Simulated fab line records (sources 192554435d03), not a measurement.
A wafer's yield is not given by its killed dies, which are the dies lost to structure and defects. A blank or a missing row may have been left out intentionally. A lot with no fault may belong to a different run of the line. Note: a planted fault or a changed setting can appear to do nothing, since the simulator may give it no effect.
Which tool is to blame? -- flow n5_finfet -- 10 lots with 27 wafers sampled at 6 steps, on a route of 1938 steps

## WHAT THE GAUGES READ, wafer by wafer
N5_BEOL_M4_RC_MEAS_101. Usual: DIBL_N 36.1 mV/V, standard deviation 1.5; DIBL_P 36.1 mV/V, standard deviation 1.9; IOFF_N 0.159 nA/um, standard deviation 0.029; IOFF_P 0.21 nA/um, standard deviation 0.038; ION_N 675 uA/um, standard deviation 11; ION_P 464 uA/um, standard deviation 8.1; SS_N 71.5 mV/dec, standard deviation 0.57; SS_P 73.3 mV/dec, standard deviation 0.64; VT_N 249 mV, standard deviation 3.1; VT_P -250 mV, standard deviation 3.8.
lot,measured,on,DIBL_N (mV/V),DIBL_P (mV/V),IOFF_N (nA/um),IOFF_P (nA/um),ION_N (uA/um),ION_P (uA/um),SS_N (mV/dec),SS_P (mV/dec),VT_N (mV),VT_P (mV),flag
L830,day 7 14:54,prober-01,37.0 35.4 37.2,37.6 34.6 38.3,0.149 0.118 0.144,0.21 0.17 0.22,664 654 664,462 457 461,71.6 71.8 71.6,73.3 72.9 73.2,249 255 252,-251 -254 -251,
L831,day 8 06:20,prober-01,36.9 36.2 36.3,35.9 35.2 34.8,0.156 0.148 0.152,0.20 0.19 0.18,667 675 658,456 457 453,71.5 71.4 71.5,72.8 73.0 72.6,250 251 253,-250 -252 -252,
L832,day 8 08:42,prober-02,33.6 35.6 36.6,32.4 35.8 36.9,0.118 0.147 0.173,0.18 0.22 0.24,668 680 691,461 471 471,71.4 72.0 72.1,72.6 73.4 73.4,257 251 248,-248 -249 -249,
L834,day 9 00:53,prober-02,34.6 36.3 35.7,34.7 36.2 35.8,0.141 0.157 0.162,0.19 0.21 0.21,683 676 677,467 466 469,70.9 72.1 71.3,72.6 73.3 72.5,250 249 249,-252 -250 -249,
L839,day 10 04:53,prober-02,37.8 36.9,37.7 36.1,0.172 0.151,0.25 0.23,677 676,474 466,71.8 71.4,73.7 73.1,247 249,-246 -247,
L844,day 11 09:25,prober-02,36.8 36.2 37.0,35.6 35.5 36.4,0.172 0.175 0.184,0.18 0.20 0.19,677 692 686,454 470 452,71.0 70.5 71.6,73.2 73.2 74.3,248 247 245,-253 -252 -254,
L845,day 11 15:29,prober-01,34.6 34.1 37.3,33.0 32.4 36.1,0.133 0.122 0.177,0.17 0.16 0.21,675 666 684,462 459 467,70.8 71.0 71.5,72.3 72.4 74.1,248 252 248,-253 -255 -251,
L846,day 12 02:38,prober-01,32.5 35.7,32.2 35.1,0.111 0.150,0.17 0.21,667 663,464 458,70.8 71.1,72.5 73.2,253 249,-254 -248,
L848,day 12 10:04,prober-01,35.3 37.3,36.4 39.1,0.159 0.206,0.21 0.26,688 689,463 468,72.2 72.0,73.5 74.1,248 244,-249 -247,
L850,day 12 17:18,prober-01,37.1 36.9 38.5,36.9 37.2 39.3,0.177 0.184 0.213,0.26 0.28 0.31,686 691 702,476 481 479,72.1 71.4 72.2,73.8 73.1 73.5,245 248 244,-245 -241 -241,

## EACH LOT AND THE TOOL THAT RAN IT (in order: tool; ch and the chambers of the sampled wafers; start)
lot,N5_BEOL_M2_PECVD_72,N5_BEOL_M2_SPUTTER_90,N5_BEOL_M2_ANNEAL_91,N5_BEOL_M2_ANNEAL_51,N5_BEOL_M2_CMP_52
L830,"pecvd-03 ch 0,1,2, day 6 12:26","pvd_sputter-03, day 6 19:34","pvd_sputter-03, day 6 19:38","rtp_anneal-01 ch 0, day 6 20:40","cmp-03 ch 1,2, day 6 20:52"
L831,"pecvd-01 ch 0,1,2, day 7 01:22","pvd_sputter-02, day 7 06:08","pvd_sputter-02, day 7 06:13","rtp_anneal-02 ch 0, day 7 07:02","cmp-01 ch 1,2,3, day 7 07:17"
L832,"pecvd-03 ch 0,2, day 7 04:47","pvd_sputter-02, day 7 09:28","pvd_sputter-02, day 7 09:32","rtp_anneal-02 ch 0, day 7 10:19","cmp-01 ch 0,1,3, day 7 10:39"
L834,"pecvd-03 ch 0,1, day 7 17:31","pvd_sputter-01, day 8 02:14","pvd_sputter-01, day 8 02:19","rtp_anneal-02 ch 0, day 8 03:05","cmp-03 ch 0,1,3, day 8 03:23"
L839,"pecvd-04 ch 0,2, day 8 23:34","pvd_sputter-01, day 9 05:03","pvd_sputter-01, day 9 05:08","rtp_anneal-02 ch 0, day 9 05:55","cmp-01 ch 1,2, day 9 06:19"
L844,"pecvd-01 ch 0,1, day 10 01:21","pvd_sputter-03, day 10 08:26","pvd_sputter-03, day 10 08:31","rtp_anneal-01 ch 0, day 10 09:23","cmp-02 ch 1,2,3, day 10 09:40"
L845,"pecvd-03 ch 1,2, day 10 06:58","pvd_sputter-01, day 10 19:37","pvd_sputter-01, day 10 19:42","rtp_anneal-01 ch 0, day 10 20:46","cmp-03 ch 0,1,2, day 10 21:01"
L846,"pecvd-01 ch 0,1, day 10 08:45","pvd_sputter-03, day 11 00:55","pvd_sputter-03, day 11 01:00","rtp_anneal-01 ch 0, day 11 01:58","cmp-03 ch 0,1, day 11 02:10"
L848,"pecvd-01 ch 2, day 11 02:45","pvd_sputter-02, day 11 09:57","pvd_sputter-02, day 11 10:02","rtp_anneal-01 ch 0, day 11 10:49","cmp-03 ch 0,3, day 11 11:08"
L850,"pecvd-01 ch 0,1,2, day 11 08:12","pvd_sputter-03, day 11 15:11","pvd_sputter-03, day 11 15:16","rtp_anneal-01 ch 0, day 11 16:05","cmp-02 ch 2,3, day 11 16:23"
- N5_BEOL_M2_PECVD_72: deposits SiO2 from TEOS/O2, target thk 16 nm, time 18 s.
- N5_BEOL_M2_SPUTTER_90: material Cu, target thk 4.5 nm, time 8.29 s.
- N5_BEOL_M2_ANNEAL_91: time 240 s.
- N5_BEOL_M2_ANNEAL_51: time 90 s.
- N5_BEOL_M2_CMP_52: polishes, stops on SiOC, t overpolish 6.8 s, target thk 40 nm.

## AS READ BY THE TOOLS THEMSELVES (means over the sampled wafers that have a number; for cases with no such wafer, the mark the record gives instead)
N5_BEOL_M2_PECVD_72. Usual: heater_power_w 673 W, standard deviation 110; showerhead_plenum_p_Torr 8.80 Torr, standard deviation 0.065; throttle_valve_pct 23.0 %, standard deviation 1.4.
lot,tool,heater_power_w (W),showerhead_plenum_p_Torr (Torr),throttle_valve_pct (%),flag
L830,pecvd-03,681,8.77,22.4,
L831,pecvd-01,611,8.85,23.7,
L832,pecvd-03,662,8.78,24.0,
L834,pecvd-03,601,8.82,22.4,
L839,pecvd-04,637,8.79,22.6,
L844,pecvd-01,597,8.84,23.6,
L845,pecvd-03,711,8.78,21.6,
L846,pecvd-01,670,8.87,24.1,
L848,pecvd-01,562,8.84,23.4,
L850,pecvd-01,639,8.84,23.8,

N5_BEOL_M2_SPUTTER_90. Usual: chamber_pressure_pa 0.06996 Pa, standard deviation 0.00016; throttle_valve_pct 29.5 %, standard deviation 1.2.
lot,tool,chamber_pressure_pa (Pa),throttle_valve_pct (%),flag
L830,pvd_sputter-03,0.07001,29.9,
L831,pvd_sputter-02,0.07000,29.8,
L832,pvd_sputter-02,0.07008,29.5,
L834,pvd_sputter-01,0.07006,29.1,
L839,pvd_sputter-01,0.07006,27.6,
L844,pvd_sputter-03,0.06986,30.5,
L845,pvd_sputter-01,0.07005,28.6,
L846,pvd_sputter-03,0.06985,29.5,
L848,pvd_sputter-02,0.07004,29.2,
L850,pvd_sputter-03,0.07006,29.3,

N5_BEOL_M2_ANNEAL_91. Usual: heater_power_w reads 820 W (standard deviation 73).
lot,tool,heater_power_w (W),flag
L830,pvd_sputter-03,729,
L831,pvd_sputter-02,813,
L832,pvd_sputter-02,843,
L834,pvd_sputter-01,820,
L839,pvd_sputter-01,848,
L844,pvd_sputter-03,726,
L845,pvd_sputter-01,881,
L846,pvd_sputter-03,638,
L848,pvd_sputter-02,845,
L850,pvd_sputter-03,754,

N5_BEOL_M2_ANNEAL_51. Usual: wafer_temp_C_max reads 225.76 (standard deviation 0.25).
lot,tool,wafer_temp_C_max,flag
L830,rtp_anneal-01,225.67,
L831,rtp_anneal-02,225.61,
L832,rtp_anneal-02,225.86,
L834,rtp_anneal-02,225.82,
L839,rtp_anneal-02,225.92,
L844,rtp_anneal-01,225.65,
L845,rtp_anneal-01,225.62,
L846,rtp_anneal-01,225.89,
L848,rtp_anneal-01,225.56,
L850,rtp_anneal-01,225.66,

N5_BEOL_M2_CMP_52. Usual: barrier_field_endpoint_s 24.6 s, standard deviation 0.66; motor_current_A 6.0 A, standard deviation 0.91; retaining_ring_pressure_frac 1.000, standard deviation 0.0045.
lot,tool,barrier_field_endpoint_s (s),motor_current_A (A),retaining_ring_pressure_frac,flag
L830,cmp-03,24.8,6.1,1.002,
L831,cmp-01,24.3,6.7,1.001,
L832,cmp-01,24.4,5.7,1.001,
L834,cmp-03,24.4,5.6,1.001,
L839,cmp-01,23.4,7.1,0.994,
L844,cmp-02,24.5,5.7,1.001,
L845,cmp-03,24.8,6.1,1.000,
L846,cmp-03,24.2,5.7,1.003,
L848,cmp-03,24.5,5.9,0.998,
L850,cmp-02,24.1,6.4,1.001,

## THE ANSWER, worked out from the rows above alone
Rule: lot off if the mean of its wafers having a number is beyond 3 standard deviations from the usual mean. Also off: a lot with no number at a reading for which 4 or more lots have one. Where the step has rows for the other lots, those lots are counted as sound. The gauges are gone through in route order, then the tools' own readings, and for those a lot's mean is taken as printed above. At the first step where some lot is off, the reading lying furthest off is the one used; lots without a number count as furthest.
Across all readings shown, no lot is off: no conclusion can be drawn from this.

## WHAT THE SIMULATOR PUT IN
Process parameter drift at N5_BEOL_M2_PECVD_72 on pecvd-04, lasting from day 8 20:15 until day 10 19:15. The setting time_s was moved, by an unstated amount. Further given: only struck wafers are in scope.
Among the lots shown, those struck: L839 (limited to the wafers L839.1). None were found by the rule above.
